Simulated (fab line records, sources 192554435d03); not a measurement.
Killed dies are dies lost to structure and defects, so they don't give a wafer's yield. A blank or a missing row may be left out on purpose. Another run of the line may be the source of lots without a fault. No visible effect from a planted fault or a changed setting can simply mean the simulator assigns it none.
Struck lot and sound lot, side by side :: flow n5_finfet :: 23 steps out of a route of 1938
Sound: the wafers L994.3, L994.4, L994.6. Struck: wafers L999.1, L999.3, L999.4. At the end, the cause is stated.
Per side, at each step with rows, come the tool, then ch with its chambers, and then its first start. Under that, the readings that differ: sound wafers :: struck wafers :: difference of the means :: sigmas: that difference in standard deviations of wafers without a fault.
alike: a reading whose means differ by less than 2 such deviations, as well as words and numbers matching on both sides. not compared: withheld readings; readings where some wafer has no value; bounds like >300 that might hide an equal value; numbers whose values overlap and for which the record gives no deviation.
The two part at a step that has a row with sigmas, a row that says differs or no value, or rows on one side only. Non-overlapping numbers with no deviation appear without sigmas and do not part them. A reading that every wafer of one side lacks parts them only if that side has two wafers or more.

first, 11 steps without rows for these wafers: N5_MOL_CONTACT_COAG_STRIP_93 (strips in N2/H2); N5_MOL_CONTACT_COAG_ETCHBACK_135 (etches SiO2 in CHF3, target depth 25 nm, time 16.7 s); N5_MOL_CONTACT_COAG_STRIP_118 (strips in CHF3); N5_MOL_CONTACT_COAG_VIA_ETCH_46 (etches SiO2 in C4F6/O2, target depth 46 nm, overetch 9.2 nm, time 40 s); N5_MOL_CONTACT_COAG_STRIP_96 (strips in N2/H2); N5_MOL_CONTACT_COAG_ETCH_47 (etches SiNx in CH3F/O2, stops on W, target depth 27 nm); N5_MOL_CONTACT_COAG_STRIP_119 (strips in N2/H2, time 30 s); N5_MOL_CONTACT_COAG_PRECLEAN_144 (cleans in alkaline clean, time 60 s); N5_MOL_CONTACT_COAG_SRD_145 (time 30 s); N5_MOL_CONTACT_COAG_COAT_62 (time 60 s, resist thk 60 nm); N5_MOL_CONTACT_COAG_COAT_63 (time 60 s, resist thk 10 nm).
N5_MOL_CONTACT_COAG_COAT_64: time 60 s, resist thk 10 nm.
  sound on litho_track-01 ch 0, day 5 15:10; struck on litho_track-01 ch 0, day 6 19:48
reading: spin_speed_rpm (rpm)
sound: 1499.7 1498.5 1499.1
struck: 1580.3 1582.6 1580.8
difference: +82.1
sigmas: +75
  alike: dispense_pressure_kPa, resist_line_temp_C
then, 7 steps without rows for these wafers: N5_MOL_CONTACT_COAG_COAT_34 (resist thk 40 nm); N5_MOL_CONTACT_COAG_EBR_36; N5_MOL_CONTACT_COAG_SOFTBAKE_35 (time 60 s); N5_MOL_CONTACT_COAG_EXPOSE_37 (exposes mask VD, defocus 0 nm); N5_MOL_CONTACT_COAG_PEB_38 (peb time 60 s); N5_MOL_CONTACT_COAG_DEVELOP_39 (develop time 30 s); N5_MOL_CONTACT_COAG_DESCUM_45 (chemistry O2, time 7 s).
N5_MOL_CONTACT_COAG_ETCH_65: etches underlayer in N2/H2, target depth 13 nm, time 10.4 s.
  sound on rie_diel-06 ch 1,2,3, day 5 15:49; struck on rie_diel-02 ch 0,1,3, day 6 20:24
reading: etch_rf_on_time_s (s)
sound: 10.67 10.46 10.36
struck: 10.15 9.98 9.89
difference: -0.49
sigmas: -4

reading: model.etch.depth_nm (nm)
sound: 9.984 9.965 10.02
struck: 9.81 9.786 9.79
difference: -0.19
sigmas: 
  alike: bias_w, drypump_motor_current_A, h2_flow_sccm, n2_flow_sccm, oes_product_au, rf_vpp_V, showerhead_plenum_p_Torr, throttle_valve_pct
  not compared: rf_hours_counter_h, model.CAR-EUV_of_MOL_CONTACT_COAG_COAT_34.thk_nm
N5_MOL_CONTACT_COAG_ETCH_66: etches SiARC in CF4, target depth 13 nm, time 21.7 s.
  sound on rie_diel-06 ch 1,2,3, day 5 15:50; struck on rie_diel-02 ch 0,1,3, day 6 20:25
reading: model.CAR-EUV_of_MOL_CONTACT_COAG_COAT_34.thk_nm (nm)
sound: 17 17 17
struck: 17.2 17.2 17.2
difference: +0.2
sigmas: 
  alike: bias_w, drypump_motor_current_A, etch_rf_on_time_s, mfc_ar_sccm, oes_product_au, rf_vpp_V, showerhead_plenum_p_Torr, throttle_valve_pct
  not compared: rf_hours_counter_h
then, 1 step without rows for these wafers: N5_MOL_CONTACT_COAG_ALD_133 (deposits SiO2, target thk 5 nm, pulse time 1 s, co reactant pulse time 1 s).
-- a jump in the record: the struck wafers' starts before and after are 3 days apart (it breaks off in module MOL_CONTACT_COAG and resumes in module BEOL_M4, where the first step shown is number 1111 of the route) --
N5_BEOL_M4_RC_MEAS_101:
  sound on prober-02 ch 0, day 8 06:23; struck on prober-01 ch 0, day 9 20:49
reading: DIBL_N (mV/V)
sound: 33.7 35.1 32.8
struck: 38.4 35.3 37.0
difference: +3.0
sigmas: +2
  alike: DIBL_P, IOFF_N, IOFF_P, ION_N, ION_P, SS_N, SS_P, VT_N, VT_P

== WHERE THEY PART ==
Earliest at N5_MOL_CONTACT_COAG_COAT_64; latest, in this record, at N5_BEOL_M4_RC_MEAS_101.

WHY: what had been put in by the simulator
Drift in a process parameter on litho_track-01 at N5_MOL_CONTACT_COAG_COAT_64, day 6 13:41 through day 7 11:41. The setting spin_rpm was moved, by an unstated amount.
